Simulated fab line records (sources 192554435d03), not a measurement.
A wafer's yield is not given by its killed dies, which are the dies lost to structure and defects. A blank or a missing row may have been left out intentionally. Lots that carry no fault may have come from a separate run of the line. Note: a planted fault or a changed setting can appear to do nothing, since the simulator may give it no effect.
fab line records    flow n5Finfet    part 1 of 2: steps 1 to 18 of 19
record: lots: 6  wafers: 18  lastDay: 18
route steps=1938 shown BEOL_M0_CUTY@701 BEOL_M0@715 BEOL_M4@1111 PASSIVATION@1936
lots that met no fault: from a run of the same line without faults
startH: start of the lot's first displayed wafer, in hours after the record's first day    waitH: hours since the lot's step before    " unchanged from the row above    L1.1+2: a single row standing in for several wafers    - no value present, or no start provided    * or withheld: withheld    < > ~ a bound
route shown NAME@n: NAME is a module with steps in the file, n the number in the route of the first one    usual: mean/standard deviation of fault-free wafers    same: alike in all rows    chamber/n: place in a boat    sites: per-site readings    _std_site: the values' standard deviation    _edge_site: the outer-site mean with the inner-site mean subtracted    radiusMm: for every site, how far away it sits from the centre of the wafer    mask NAME#n: copy n    behind: tool/chamber where the wafer was last shaped    hold: why the lot was held/for how many hours/how that ended    device: names the non-switching transistor (n, p or np)    end of line: the tests these same wafers got at the end of their route    where a step has no rows: the recipe by itself    killed: dies lost to structure and defects at the first sort, not the wafer's yield    map: the dies of a wafer, with x for killed, . for not killed, _ for no die there
set.NAME: the setting the step ran with; set.NAME@STEP: the setting that earlier step ran with    model.NAME: the simulator's own value behind a step, which no gauge read
certain route steps with their lots: each step a table, each wafer a row
services: the hour from which a tool's chamber was out of use, counted from the record's first day as startH (under 0 if before that day), plus the number of hours and why
== steps ==
step: N5_BEOL_M0_CUTY_COAT_50
recipe: resist: SiARC  tempC: 220  timeS: 60  spinRpm: 1500  resistThkNm: 15
step: N5_BEOL_M0_CUTY_COAT_51
recipe: resist: CAR-ArF-block  spinRpm: 1500  resistThkNm: 150
step: N5_BEOL_M0_CUTY_EBR_52
recipe: solvent: PGMEA  ebrWidthMm: 1.5
step: N5_BEOL_M0_CUTY_SOFTBAKE_53
recipe: tempC: 110  timeS: 60  resist: CAR-ArF-block
step: N5_BEOL_M0_CUTY_EXPOSE_54
recipe: maskId: M0_ABLK  na: 1.35  sourceShape: conventional  sigmaOuter: 0.8  polarization: unpolarized  doseMj: 36
step: N5_BEOL_M0_CUTY_PEB_55
recipe: pebTempC: 110  pebTimeS: 60  resist: CAR-ArF-block
step: N5_BEOL_M0_CUTY_DEVELOP_56
recipe: developTimeS: 30  developer: TMAH  resist: CAR-ArF-block  rinseLiquid: diw  dry: airSpin  devTempC: 23
step: N5_BEOL_M0_CUTY_CD_MEAS_57
recipe: targetCdNm: 200  landingEnergyEv: 500  detector: seInlens  polarity: line
usual: cdNm: 199.6/1.1
lot.wafer  tool      chamber  startH  waitH  cdNm
L588.1     cdSem-03  0        116.27  -      201.5
L588.4     "         0        "       "      200.5
L588.6     "         0        "       "      201.0
L589.3     cdSem-01  0        123.78  -      201.3
L589.4     "         0        "       "      200.2
L589.5     "         0        "       "      201.0
L598.2     cdSem-02  0        175.23  -      197.8
L598.3     "         0        "       "      198.2
L598.4     "         0        "       "      198.1
L601.2     cdSem-01  0        193.07  -      198.4
L601.3     "         0        "       "      199.7
L601.4     "         0        "       "      199.6
L605.3     cdSem-02  0        216.35  -      200.5
L605.5     "         0        "       "      199.5
L605.6     "         0        "       "      200.5
L606.1     cdSem-01  0        220.08  -      199.9
L606.2     "         0        "       "      199.4
L606.3     "         0        "       "      199.5
step: N5_BEOL_M0_CUTY_OVL_MEAS_58
recipe: pointsPerWafer: 44
usual: M0_ABLK_OVL: -0.2/0.83
lot.wafer  tool        chamber  startH  waitH  M0_ABLK_OVL[nm]
L588.1     overlay-02  0        116.30  0.0    1.1
L588.4     "           0        "       "      -0.4
L588.6     "           0        "       "      -0.3
L589.3     overlay-02  0        123.81  0.0    1.5
L589.4     "           0        "       "      0.0
L589.5     "           0        "       "      0.8
L598.2     overlay-02  0        175.26  0.0    -0.3
L598.3     "           0        "       "      -1.7
L598.4     "           0        "       "      -0.8
L601.2     overlay-01  0        193.10  0.0    0.1
L601.3     "           0        "       "      -0.6
L601.4     "           0        "       "      0.4
L605.3     overlay-01  0        216.37  0.0    -1.7
L605.5     "           0        "       "      -0.8
L605.6     "           0        "       "      0.8
L606.1     overlay-02  0        220.11  0.0    0.2
L606.2     "           0        "       "      1.1
L606.3     "           0        "       "      0.3
step: N5_BEOL_M0_CUTY_INSPECT_59
recipe: mode: adi  inspectInstrument: macro
usual: rawDefectCount: 2.1/1.4
lot.wafer  tool              chamber  startH  waitH  rawDefectCount
L588.1     defectInspect-02  -        116.32  0.0    2
L588.4     "                 -        "       "      1
L588.6     "                 -        "       "      4
L589.3     defectInspect-02  -        123.83  0.0    3
L589.4     "                 -        "       "      2
L589.5     "                 -        "       "      5
L598.2     defectInspect-02  -        175.28  0.0    1
L598.3     "                 -        "       "      2
L598.4     "                 -        "       "      1
L601.2     defectInspect-01  -        193.12  0.0    1
L601.3     "                 -        "       "      4
L601.4     "                 -        "       "      2
L605.3     defectInspect-02  -        216.40  0.0    1
L605.5     "                 -        "       "      1
L605.6     "                 -        "       "      2
L606.1     defectInspect-02  -        220.14  0.0    2
L606.2     "                 -        "       "      0
L606.3     "                 -        "       "      4
step: N5_BEOL_M0_CUTY_DESCUM_61
recipe: chemistry: O2  timeS: 7.9  sourcePowerW: 50  biasPowerW: 20  pressureMtorr: 20  rfFrequencyHz: 2.712e+07  tempC: 40  resist: CAR-ArF-block  o2FlowSccm: 225
usual: drypumpMotorCurrentA: 5.5/0.43  oesProductAu: 0.84/0.086  rfVppV: 243.3/1.5  showerheadPlenumPTorr: 2.10/0.079  throttleValvePct: 20.38/0.21
lot.wafer  tool        chamber  startH  waitH  drypumpMotorCurrentA  oesProductAu  rfHoursCounterH  rfVppV  showerheadPlenumPTorr  throttleValvePct
L588.1     rieDiel-01  3        116.35  0.0    4.9                   0.97          6                243.7   2.15                   20.17
L588.4     "           0        "       "      5.5                   0.68          247              241.2   2.06                   20.65
L588.6     "           2        "       "      5.9                   0.70          -                241.8   1.98                   20.44
L589.3     rieDiel-03  3        124.18  0.3    5.4                   0.83          73               245.0   2.20                   20.20
L589.4     "           0        "       "      5.3                   0.79          119              242.8   2.04                   20.55
L589.5     "           3        "       "      5.5                   0.82          -                245.3   2.20                   20.19
L598.2     rieDiel-03  3        175.31  0.0    5.5                   0.79          90               244.5   2.20                   20.22
L598.3     "           1        "       "      5.4                   0.89          35               244.7   2.25                   20.21
L598.4     "           2        "       "      5.6                   0.76          122              241.2   2.01                   20.49
L601.2     rieDiel-04  3        193.24  0.1    5.8                   0.93          15               246.7   2.22                   20.40
L601.3     "           1        "       "      6.5                   0.86          57               242.3   2.03                   20.66
L601.4     "           2        "       "      5.4                   0.80          -                242.5   2.10                   20.12
L605.3     rieDiel-01  3        216.43  0.0    5.0                   0.89          42               244.1   2.13                   20.21
L605.5     "           0        "       "      5.5                   0.88          -                242.6   2.05                   20.33
L605.6     "           3        "       "      5.0                   0.88          -                243.6   2.13                   20.22
L606.1     rieDiel-01  0        220.86  0.7    5.5                   0.88          29               241.9   2.04                   20.30
L606.2     "           3        "       "      4.9                   0.89          44               244.2   2.13                   20.21
L606.3     "           1        "       "      5.2                   0.91          16               242.2   2.14                   20.23
step: N5_BEOL_M0_CUTY_ETCH_62
recipe: chemistry: CF4  target: SiARC  maskMaterial: CAR-ArF-block  timeS: 58.5  ionEnergyEv: 80  pressureMtorr: 40  sourceW: 545  biasW: 36  Ar_flow_sccm: 100  cf4FlowSccm: 100  ends: cleared
usual: drypumpMotorCurrentA: 5.5/0.43  etchRfOnTimeS: 57.9/1.3  oesProductAu: 0.72/0.075  rfFwdPowerW: 538.3/2.6  rfVppV: 184.1/1.3  showerheadPlenumPTorr: 2.15/0.073  throttleValvePct: 15.54/0.23
lot.wafer  tool        chamber  startH  waitH  drypumpMotorCurrentA  etchRfOnTimeS  oesProductAu  rfFwdPowerW  rfHoursCounterH  rfVppV  showerheadPlenumPTorr  throttleValvePct
L588.1     rieDiel-01  3        116.39  0.0    4.9                   57.0           0.83          534.9        6                184.9   2.19                   15.32
L588.4     "           0        "       "      5.4                   60.2           0.57          536.3        247              184.0   2.12                   15.92
L588.6     "           2        "       "      5.9                   58.3           0.60          539.9        -                182.8   2.04                   15.80
L589.3     rieDiel-03  3        124.21  0.0    5.5                   59.5           0.69          535.7        73               185.6   2.26                   15.46
L589.4     "           0        "       "      5.4                   59.8           0.66          538.5        119              182.8   2.07                   15.60
L589.5     "           3        "       "      5.5                   59.4           0.69          535.0        -                184.6   2.26                   15.44
L598.2     rieDiel-03  3        175.35  0.0    5.5                   59.3           0.67          534.4        90               184.9   2.25                   15.46
L598.3     "           1        "       "      5.3                   56.2           0.78          538.0        35               186.1   2.27                   15.16
L598.4     "           2        "       "      5.6                   57.3           0.66          533.3        122              183.0   2.06                   15.65
L601.2     rieDiel-04  3        193.28  0.0    5.9                   56.4           0.80          541.8        15               185.4   2.27                   15.53
L601.3     "           1        "       "      6.5                   56.5           0.75          542.3        57               182.6   2.10                   15.83
L601.4     "           2        "       "      5.4                   59.6           0.69          531.6        -                181.9   2.16                   15.29
L605.3     rieDiel-01  3        216.47  0.0    4.9                   56.6           0.77          534.7        42               184.3   2.18                   15.40
L605.5     "           0        "       "      5.5                   57.6           0.74          538.0        -                184.6   2.11                   15.48
L605.6     "           3        "       "      4.9                   56.6           0.77          536.8        -                186.2   2.18                   15.41
L606.1     rieDiel-01  0        220.89  0.0    5.5                   57.7           0.74          538.1        29               181.9   2.11                   15.50
L606.2     "           3        "       "      5.0                   56.9           0.77          534.9        44               184.5   2.18                   15.40
L606.3     "           1        "       "      5.2                   57.0           0.77          539.5        16               184.4   2.19                   15.38
step: N5_BEOL_M0_CUTY_ETCH_63
recipe: chemistry: N2/H2  target: SOC  targetDepthA: 827  overetchA: 165  maskMaterial: SiARC  tempC: 40  ionEnergyEv: 200  timeS: 124  pressureMtorr: 30  sourceW: 840  biasW: 150  n2FlowSccm: 200  h2FlowSccm: 200
usual: drypumpMotorCurrentA: 5.5/0.43  oesProductAu: 0.68/0.066  rfFwdPowerW: 837.0/2.9  rfVppV: 524.1/2.7  showerheadPlenumPTorr: 2.54/0.093  throttleValvePct: 17.71/0.24
lot.wafer  tool        chamber  startH  waitH  drypumpMotorCurrentA  oesProductAu  rfFwdPowerW  rfHoursCounterH  rfVppV  showerheadPlenumPTorr  throttleValvePct  model.SiO2_of_BEOL_M0_SAQP_SPACER2_ALD_26.thkNm
L588.1     rieDiel-01  3        116.44  0.0    5.0                   0.78          833.8        6                525.2   2.59                   17.43             7
L588.4     "           0        "       "      5.5                   0.56          840.0        247              523.9   2.49                   18.06             7
L588.6     "           2        "       "      6.0                   0.57          838.4        -                518.9   2.41                   17.97             7
L589.3     rieDiel-03  3        124.26  0.0    5.5                   0.67          840.9        73               526.7   2.69                   17.60             7.2
L589.4     "           0        "       "      5.4                   0.64          836.2        119              521.5   2.46                   17.77             7
L589.5     "           3        "       "      5.5                   0.67          837.8        -                526.9   2.69                   17.59             7.2
L598.2     rieDiel-03  3        175.40  0.0    5.5                   0.64          840.6        90               528.5   2.68                   17.63             7.4
L598.3     "           1        "       "      5.3                   0.72          837.0        35               529.2   2.68                   17.36             7
L598.4     "           2        "       "      5.6                   0.63          835.2        122              520.9   2.46                   17.97             7
L601.2     rieDiel-04  3        193.32  0.0    5.8                   0.75          834.4        15               528.2   2.71                   17.85             7.2
L601.3     "           1        "       "      6.5                   0.70          837.4        57               522.3   2.47                   18.09             7
L601.4     "           2        "       "      5.4                   0.65          833.9        -                524.8   2.56                   17.42             7.2
L605.3     rieDiel-01  3        216.51  0.0    5.0                   0.72          1040.0       42               488.2   2.57                   17.50             6.4
L605.5     "           0        "       "      5.5                   0.72          1042.7       -                486.7   2.48                   17.68             6.4
L605.6     "           3        "       "      5.0                   0.72          1042.2       -                488.4   2.57                   17.49             6.4
L606.1     rieDiel-01  0        220.94  0.0    5.5                   0.71          1041.4       29               484.8   2.48                   17.68             6.4
L606.2     "           3        "       "      4.9                   0.72          1038.1       44               488.9   2.57                   17.50             6.2
L606.3     "           1        "       "      5.2                   0.73          1038.3       16               489.1   2.61                   17.62             6.4
step: N5_BEOL_M0_CUTY_STRIP_64
recipe: chemistry: N2/H2  tempC: 40  n2FlowSccm: 200  h2FlowSccm: 200  rfFrequencyHz: 6e+07
step: N5_BEOL_M0_ETCH_138
recipe: chemistry: CH3F/O2  targetDepthA: 120  target: SiCN  timeS: 31.6  ionEnergyEv: 120  pressureMtorr: 30  sourceW: 395  biasW: 75  Ar_flow_sccm: 150  CH3F_flow_sccm: 30  O2_flow_sccm: 20  ends: cleared
usual: drypumpMotorCurrentA: 5.5/0.43  etchRfOnTimeS: 29.0/0.92  oesProductAu: 0.72/0.073  rfFwdPowerW: 386.3/1.5  rfVppV: 297.5/1.6  showerheadPlenumPTorr: 2.01/0.071  throttleValvePct: 16.25/0.23
lot.wafer  tool        chamber  startH  waitH  drypumpMotorCurrentA  etchRfOnTimeS  oesProductAu  rfFwdPowerW  rfHoursCounterH  rfVppV  showerheadPlenumPTorr  throttleValvePct
L588.1     rieDiel-01  3        116.56  0.0    5.0                   29.5           0.84          386.4        6                296.6   2.05                   16.00
L588.4     "           0        "       "      5.4                   30.6           0.58          385.7        247              296.3   1.98                   16.64
L588.6     "           2        "       "      6.0                   30.3           0.60          387.3        -                295.0   1.90                   16.49
L589.3     rieDiel-03  3        124.38  0.0    5.5                   27.8           0.69          383.7        73               299.4   2.10                   16.06
L589.4     "           0        "       "      5.4                   29.3           0.67          386.5        119              296.7   1.93                   16.29
L589.5     "           3        "       "      5.5                   28.8           0.70          384.7        -                299.7   2.10                   16.07
L598.2     rieDiel-03  3        175.52  0.0    5.5                   30.6           0.67          385.3        90               299.6   2.10                   16.11
L598.3     "           1        "       "      5.3                   28.4           0.77          386.0        35               299.7   2.14                   15.95
L598.4     "           2        "       "      5.6                   30.1           0.65          384.9        123              295.4   1.93                   16.41
L601.2     rieDiel-04  3        193.45  0.0    5.9                   28.2           0.79          387.1        15               300.5   2.13                   16.24
L601.3     "           1        "       "      6.5                   28.2           0.74          388.4        57               296.2   1.96                   16.54
L601.4     "           2        "       "      5.4                   29.2           0.69          383.5        -                295.9   2.02                   16.04
L605.3     rieDiel-01  3        216.64  0.0    5.0                   28.9           0.77          384.3        42               297.2   2.03                   16.06
L605.5     "           0        "       "      5.5                   30.1           0.75          386.1        -                296.7   1.97                   16.22
L605.6     "           3        "       "      4.9                   31.0           0.76          383.4        -                297.9   2.03                   16.09
L606.1     rieDiel-01  0        221.06  0.0    5.5                   29.5           0.75          384.1        29               295.9   1.97                   16.23
L606.2     "           3        "       "      4.9                   28.7           0.76          385.8        44               299.1   2.03                   16.08
L606.3     "           1        "       "      5.2                   29.1           0.77          386.9        16               297.1   2.04                   16.06
step: N5_BEOL_M0_HM_OPEN_105
recipe: chemistry: Cl2/BCl3  targetDepthA: 120  target: TiN  ionEnergyEv: 150  pressureMtorr: 10  icpW: 1000  biasW: 126  Cl2_flow_sccm: 53.25  bcl3FlowSccm: 21.75  Ar_flow_sccm: 25
usual: drypumpMotorCurrentA: 5.5/0.46  heBacksideLeakSccm: 3.43/0.18  oesProductAu: 0.70/0.079  throttleValvePct: 21.77/0.16
lot.wafer  tool         chamber  startH  waitH  drypumpMotorCurrentA  heBacksideLeakSccm  oesProductAu  rfHoursCounterH  throttleValvePct  model.SiO2_of_BEOL_M0_SAQP_SPACER2_ALD_26.thkNm
L588.1     rieMetal-02  0        122.42  5.8    5.8                   3.33                0.67          93               21.78             2.4
L588.4     "            0        "       "      5.8                   3.29                0.67          -                21.79             2.6
L588.6     "            0        "       "      5.7                   3.25                0.66          -                21.78             2.6
L589.3     rieMetal-02  0        126.58  2.2    5.8                   3.28                0.66          -                21.77             3
L589.4     "            1        "       "      5.5                   3.32                0.76          -                21.63             2.6
L589.5     "            1        "       "      5.5                   3.50                0.76          -                21.65             2.8
L598.2     rieMetal-02  0        178.10  2.5    5.7                   3.28                0.67          98               21.78             3
L598.3     "            0        "       "      5.8                   3.42                0.66          -                21.78             2.6
L598.4     "            1        "       "      5.5                   3.62                0.75          -                21.65             2.6
L601.2     rieMetal-03  1        196.88  3.4    4.9                   3.77                0.61          121              21.72             2.8
L601.3     "            1        "       "      4.9                   3.71                0.62          -                21.71             2.6
L601.4     "            0        "       "      6.1                   3.51                0.69          -                22.23             3
L605.3     rieMetal-03  1        229.11  12.4   4.9                   3.42                0.62          -                21.72             2
L605.5     "            0        "       "      6.2                   3.50                0.69          -                22.22             2
L605.6     "            1        "       "      4.9                   3.69                0.61          -                21.72             2
L606.1     rieMetal-03  1        234.04  12.9   4.9                   3.67                0.61          125              21.72             2
L606.2     "            0        "       "      6.2                   3.41                0.68          81               22.21             2
L606.3     "            1        "       "      4.9                   3.66                0.61          -                21.71             2
step: N5_BEOL_M0_STRIP_140
recipe: chemistry: CF4  resist: SiARC  powerW: 300  biasPowerW: 75  pressureMtorr: 50  cf4FlowSccm: 150  rfFrequencyHz: 6e+07
usual: drypumpMotorCurrentA: 5.5/0.36  oesProductAu: 0.81/0.076  rfVppV: 271.4/1.9  showerheadPlenumPTorr: 1.80/0.071  throttleValvePct: 13.50/0.23
lot.wafer  tool        chamber  startH  waitH  drypumpMotorCurrentA  oesProductAu  rfHoursCounterH  rfVppV  showerheadPlenumPTorr  throttleValvePct
L588.1     rieDiel-04  0        122.62  0.2    5.1                   0.67          243              271.9   1.77                   13.95
L588.4     "           1        "       "      6.5                   0.88          28               269.5   1.77                   13.70
L588.6     "           2        "       "      5.4                   0.83          -                272.1   1.81                   13.20
L589.3     rieDiel-04  3        126.70  0.1    5.8                   0.68          249              267.2   1.70                   14.01
L589.4     "           1        "       "      6.5                   0.88          28               268.3   1.77                   13.70
L589.5     "           3        "       "      5.9                   0.68          -                267.8   1.70                   14.04
L598.2     rieDiel-04  1        178.29  0.1    6.5                   0.85          50               271.7   1.77                   13.76
L598.3     "           3        "       "      5.9                   0.92          8                274.0   1.91                   13.47
L598.4     "           1        "       "      6.5                   0.84          -                267.9   1.77                   13.75
L601.2     rieDiel-01  1        197.05  0.1    5.2                   0.90          8                271.1   1.84                   13.32
L601.3     "           3        "       "      4.9                   0.89          36               272.9   1.83                   13.36
L601.4     "           2        "       "      5.9                   0.67          246              267.2   1.70                   13.90
L605.3     rieDiel-04  1        229.24  0.1    6.5                   0.83          67               270.7   1.76                   13.79
L605.5     "           0        "       "      5.1                   0.91          -                272.9   1.76                   13.41
L605.6     "           3        "       "      5.9                   0.88          -                272.4   1.90                   13.51
L606.1     rieDiel-03  2        234.23  0.1    5.6                   0.74          139              268.5   1.71                   13.60
L606.2     "           3        "       "      5.4                   0.78          105              272.1   1.89                   13.52
L606.3     "           1        "       "      5.3                   0.84          52               275.1   1.88                   13.16
step: N5_BEOL_M4_RC_MEAS_101
usual: DIBL_N: 36.5/1.9  DIBL_P: 36.4/2.2  IOFF_N: 0.17/0.034  IOFF_P: 0.21/0.036  ION_N: 678/12  ION_P: 462/7.1  SS_N: 71.7/0.61  SS_P: 73.4/0.71  VT_N: 249/3.5  VT_P: -251/3
lot.wafer  tool       chamber  startH  waitH  DIBL_N[mV/V]  DIBL_P[mV/V]  IOFF_N[nA/um]  IOFF_P[nA/um]  ION_N[uA/um]  ION_P[uA/um]  SS_N[mV/dec]  SS_P[mV/dec]  VT_N[mV]  VT_P[mV]
L589.3     prober-02  0        185.66  0.3    37.7          37.4          0.18           0.21           683           463           70.5          73.3          244       -250
L589.4     "          0        "       "      38.9          38.7          0.19           0.24           687           468           72.2          74.2          247       -246
L589.5     "          0        "       "      40.3          40.3          0.22           0.27           683           464           71.6          74.4          244       -245
L588.1     prober-01  0        185.69  0.0    37.4          36.8          0.19           0.22           689           459           72.2          74.1          246       -253
L588.4     "          0        "       "      35.6          35.5          0.15           0.20           672           459           71.5          73.1          252       -252
L588.6     "          0        "       "      36.9          37.2          0.17           0.23           681           462           71.7          73.8          249       -251
L598.2     prober-02  0        254.60  0.2    34.6          35.4          0.13           0.18           665           462           71.8          73.7          253       -250
L598.3     "          0        "       "      36.2          37.8          0.16           0.24           678           467           71.8          73.6          247       -246
L598.4     "          0        "       "      33.7          34.8          0.12           0.19           665           465           71.1          72.0          254       -248
L601.2     prober-01  0        289.64  0.2    39.4          39.8          0.20           0.22           678           455           72.7          74.0          248       -254
L601.3     "          0        "       "      39.5          40.4          0.22           0.25           705           469           71.9          74.3          245       -252
L601.4     "          0        "       "      37.7          37.5          0.16           0.19           670           451           72.4          74.2          251       -253
L605.3     prober-01  0        300.15  0.3    37.2          38.2          0.18           0.23           694           471           71.7          73.5          244       -248
L605.5     "          0        "       "      36.3          37.2          0.17           0.21           699           473           71.5          72.8          248       -250
L605.6     "          0        "       "      36.2          36.8          0.16           0.20           684           464           71.4          73.7          251       -250
L606.1     prober-01  0        307.10  0.0    33.9          34.5          0.13           0.16           677           457           71.3          73.2          256       -256
L606.2     "          0        "       "      35.0          36.1          0.15           0.18           666           455           71.2          74.0          251       -254
L606.3     "          0        "       "      30.1          30.3          0.09           0.12           664           455           70.3          71.6          258       -260
== key ==
firstSign: step: N5_BEOL_M0_CUTY_ETCH_63  reading: rfFwdPowerW  direction: up  sigmas: 69  usual: *  struck: *
effect: step: N5_BEOL_M0_CUTY_ETCH_63  reading: rfVppV  direction: down  sigmas: 14  usual: 524.1  struck: 487.7
modelEffect: step: N5_BEOL_M0_CUTY_ETCH_63  value: SiO2_of_BEOL_M0_SAQP_SPACER2_ALD_26.thkNm  without: 7  struck: 6.367
modelEffect: step: N5_BEOL_M0_HM_OPEN_105  value: SiO2_of_BEOL_M0_SAQP_SPACER2_ALD_26.thkNm  without: 2.6  struck: 2
metAt N5_BEOL_M0_CUTY_ETCH_63
struckWafers L605.3,L605.5,L605.6,L606.1,L606.2,L606.3
baselineLoss: step: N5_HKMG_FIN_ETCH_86  wafers: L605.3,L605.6
onsetBetween 116.44 216.51
fault: kind: processParameterDrift  tool: rieDiel-01  chamber: -  onsetH: 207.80  steps: N5_BEOL_M0_CUTY_ETCH_63  channel: sourceW  offset: 201.6  shape: step  endH: 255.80  actsIn: theseRecipesOnly  stated: 840
baselineLoss: these wafers lose ten dies or more at that step, a loss of the line's own and not of a fault; the sort's usual values leave them out
